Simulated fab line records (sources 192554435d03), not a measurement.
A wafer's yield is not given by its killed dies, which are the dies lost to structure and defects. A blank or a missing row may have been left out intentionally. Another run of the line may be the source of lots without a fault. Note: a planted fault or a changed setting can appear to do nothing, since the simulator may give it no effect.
A lot that was struck, set against a sound lot    flow n5-finfet    43 out of 1938 route steps
Sound: wafers L121.1, L121.2, L121.4. Struck: wafers L109.1, L109.2, L109.3. At the end, the cause is stated.
At each step with rows: each side's tool, then ch and its chambers, then its first start. Under that, the readings that differ: sound wafers    struck wafers    difference of the means    sigmas: that difference in standard deviations of wafers without a fault.
alike: a reading whose means differ by less than 2 such deviations, as well as words and numbers matching on both sides. not compared: withheld readings; readings where some wafer has no value; bounds like >300 that might hide an equal value; numbers whose values overlap and for which the record gives no deviation.
A row with sigmas, a row that says differs or no value, or rows on one side alone: a step with any of these is where the two part. When numbers do not overlap yet have no deviation, they are printed without sigmas and do not part them. Lack of a reading on every wafer of one side parts them only where that side has two or more wafers.

first, 1 step without rows for these wafers: N5_BEOL_M2_ALD_98 (deposits SiO2, target thk 2.5 nm, pulse time 1 s, co reactant pulse time 1 s).
N5_BEOL_M2_ETCHBACK_99: etches SiO2 in CHF3, target depth 5 nm, time 10.4 s.
  sound on rie-diel-04 ch 0,2,3, day 13 00:07; struck on rie-diel-02 ch 0,2,3, day 8 07:01
  alike: drypump-motor-current-A, oes-product-au, rf-vpp-V, showerhead-plenum-p-Torr, throttle-valve-pct
  not compared: rf-hours-counter-h
then, 9 steps without rows for these wafers: N5_BEOL_M2_ETCH_70 (etches SOC in N2/H2, target depth 80 nm, overetch 24 nm, time 130 s); N5_BEOL_M2_STRIP_71 (strips in N2/H2); N5_BEOL_M2_STRIP_78 (strips in N2/H2); N5_BEOL_M2_VIA_ETCH_34 (etches the open film in C4F6/O2, target depth 69.4 nm, time 65.9 s); N5_BEOL_M2_STRIP_83 (strips in C4F6/O2); N5_BEOL_M2_STRIP_36 (strips in N2/H2); N5_BEOL_M2_TRENCH_ETCH_37 (etches SiOC in C4F6/O2, target depth 55.555 nm, time 29.2 s); N5_BEOL_M2_ETCH_41 (etches SiCN in CH3F/O2, target depth 29.9 nm, time 52.5 s); N5_BEOL_M2_STRIP_97 (strips in N2/H2, time 10 s).
N5_BEOL_M2_OCD_MEAS_38:
  sound on ocd-01, day 13 00:30; struck on ocd-02, day 8 07:25
  alike: trench-depth-nm
N5_BEOL_M2_HM_STRIP_39: strips TiN in peroxide tin strip, target depth 25 nm, time 158 s.
  sound on wet-bench-05 ch 0,4,5, day 13 00:32; struck on wet-bench-06 ch 0,1,7, day 8 07:26
  alike: bath-heat-duty-pct
then, 3 steps without rows for these wafers: N5_BEOL_M2_SRD_40 (time 30 s); N5_BEOL_M2_PRECLEAN_42 (cleans in residue remover, time 60 s); N5_BEOL_M2_SRD_43 (time 30 s).
N5_BEOL_M2_CD_MEAS_35: target cd 18 nm, target cd y 22.2 nm.
  sound on cd-sem-01, day 13 00:40; struck on cd-sem-01, day 8 07:34
  alike: cd-nm
then, 5 steps without rows for these wafers: N5_BEOL_M2_DEGAS_44 (time 60 s); N5_BEOL_M2_PRE_CLEAN_45 (time 30 s); N5_BEOL_M2_ALD_84 (deposits TaN, pulse time 2 s, purge time 3 s, co reactant purge time 2 s); N5_BEOL_M2_SURFACE_TREAT_85; N5_BEOL_M2_CVD_47 (deposits Co from CCTBA/H2, target thk 3 nm, time 223.8 s).
N5_BEOL_M2_SPUTTER_48: material Cu, target thk 4.5 nm, time 8.29 s.
  sound on pvd-sputter-01, day 13 01:40; struck on pvd-sputter-01, day 8 08:32
  alike: chamber-pressure-pa, throttle-valve-pct
then, 1 step without rows for these wafers: N5_BEOL_M2_ANNEAL_49 (time 240 s).
N5_BEOL_M2_SPUTTER_79: material Cu, target thk 4.5 nm, time 8.29 s.
  sound on pvd-sputter-01, day 13 01:53; struck on pvd-sputter-01, day 8 08:46
  alike: chamber-pressure-pa, throttle-valve-pct
then, 10 steps without rows for these wafers: N5_BEOL_M2_ANNEAL_80 (time 240 s); N5_BEOL_M2_SPUTTER_81 (material Cu, target thk 4.5 nm, time 8.29 s); N5_BEOL_M2_ANNEAL_82 (time 240 s); N5_BEOL_M2_SPUTTER_86 (material Cu, target thk 4.5 nm, time 8.29 s); N5_BEOL_M2_ANNEAL_87 (time 240 s); N5_BEOL_M2_SPUTTER_88 (material Cu, target thk 4.5 nm, time 8.29 s); N5_BEOL_M2_ANNEAL_89 (time 240 s); N5_BEOL_M2_SPUTTER_90 (material Cu, target thk 4.5 nm, time 8.29 s); N5_BEOL_M2_ANNEAL_91 (time 240 s); N5_BEOL_M2_SPUTTER_92 (material Cu, target thk 4.5 nm, time 8.29 s).
N5_BEOL_M2_ANNEAL_93: time 240 s.
  sound on pvd-sputter-01, day 13 03:04; struck on pvd-sputter-01, day 8 09:56
  alike: heater-power-w
then, 5 steps without rows for these wafers: N5_BEOL_M2_SPUTTER_94 (material Cu, target thk 4.5 nm, time 8.29 s); N5_BEOL_M2_ANNEAL_95 (time 240 s); N5_BEOL_M2_SPUTTER_96 (material Cu, target thk 4.5 nm, time 8.29 s); N5_BEOL_M2_ECD_50 (material Cu, target thk 300 nm); N5_BEOL_M2_ANNEAL_51 (time 90 s).
N5_BEOL_M2_CMP_52: polishes, stops on SiOC, t overpolish 6.8 s, target thk 40 nm.
  sound on cmp-03 ch 0,1,3, day 13 03:55; struck on cmp-04 ch 0,1,2, day 8 10:48
  alike: barrier-field-endpoint-s, clearing-platen-down-force-psi, motor-current-A, overpolish-run-s, slurry-filter-dp-kPa, time-to-endpoint-s
-- here the record skips 7 days between the struck wafers' starts before and after, leaving off in module BEOL_M2 and picking up in module PASSIVATION (first step shown: number 1936 of the route) --
N5_PASSIVATION_PROBE_49:
  sound on prober-02, day 19 19:50; struck on prober-02, day 15 01:11
reading                   sound           struck          difference  sigmas
defect-limited-yield (%)  89.9 91.9 92.5  82.5 82.2 83.6  -8.7        -7
killed_at_M0_to_M3        41 27 23        159 159 130     +119        +12
killed-at-other           6 13 8          2 4 2           -6          -2
killed-dies               119 96 89       206 210 194     +102        +7
sort_bin_5_function (%)   5.3 4.3 5.1     11.6 10.3 10.3  +5.8        +7
sort-n-pass               1061 1084 1091  974 970 986     -102        -7
sort-yield-pct (%)        89.9 91.9 92.5  82.5 82.2 83.6  -8.7        -7
  alike: killed_at_M4_up, killed-at-contacts, killed-at-front-end, killed-on-rim, killed-open, killed-short, sort_bin_6_memory

## WHERE THEY PART
Within this record, at N5_PASSIVATION_PROBE_49 only.

WHY: whatever the simulator had introduced
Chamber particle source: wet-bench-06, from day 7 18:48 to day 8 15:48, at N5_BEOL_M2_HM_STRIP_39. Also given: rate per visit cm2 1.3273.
